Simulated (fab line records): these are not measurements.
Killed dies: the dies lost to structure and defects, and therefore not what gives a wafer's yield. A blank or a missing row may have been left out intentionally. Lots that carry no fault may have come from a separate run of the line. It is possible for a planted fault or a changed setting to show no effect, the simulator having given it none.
Matching of chambers -- flow nand-harc -- 4 sister chambers for NHARC_A_CONTACT_CMP_20 on cmp-02
The step polishes, t overpolish 30 s, target thk 300 nm. 8 wafers are shown with their chamber, then 11 later ones without.

## WAFERS PAIRED WITH THEIR CHAMBERS
wafer,chamber,motor-current-A (A),overpolish-run-s (s)
L083.5,1,13.5,30.017
L083.6,0,8.9,29.995
L084.2,0,9.8,29.994
L088.6,1,13.1,30.000
L085.4,2,11.1,30.005
L085.5,2,10.9,30.025
L085.6,3,12.8,30.008
L090.3,3,13.4,30.004

## WAFERS WHOSE CHAMBER IS MISSING
wafer,motor-current-A (A),overpolish-run-s (s)
L090.4,9.6,29.996
L090.5,12.3,29.996
L089.2,13.2,29.990
L089.3,9.9,30.016
L089.5,13.0,29.998
L087.3,13.3,30.009
L087.4,10.2,30.013
L087.5,9.1,29.997
L091.1,9.7,30.017
L091.2,11.8,29.991
L091.5,11.2,29.985

## WHICH CHAMBER EACH WENT THROUGH
wafer,from the rows above,in truth
L090.4,0,0
L090.5,can't be placed: 3 or 1 or 2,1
L089.2,can't be placed: 3 or 1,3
L089.3,can't be placed: 0 or 2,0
L089.5,can't be placed: 3 or 1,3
L087.3,can't be placed: 1 or 3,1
L087.4,can't be placed: 2 or 0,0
L087.5,0,0
L091.1,can't be placed: 0 or 2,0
L091.2,can't be placed: 2 or 3 or 1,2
L091.5,can't be placed: 2 or 0 or 3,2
Correctly placed: 2 of 11. Unplaceable from these rows: 9, with the true chamber sitting among the candidates in 9. Placed wrongly: 0.
How it was worked out, from the rows above alone: a wafer's distance from a chamber is the root of the sum, over the readings, of the square of ((its reading less the chamber's mean) divided by the reading's scatter). The wafer belongs to the nearest chamber; if the next one is less than 2 further off, it can't be placed. The mean given for a chamber averages the wafers shown for that chamber. The scatter: the root of (the sum of the squares of (reading less its chamber's mean) over the shown wafers, divided by (wafers less chambers)).
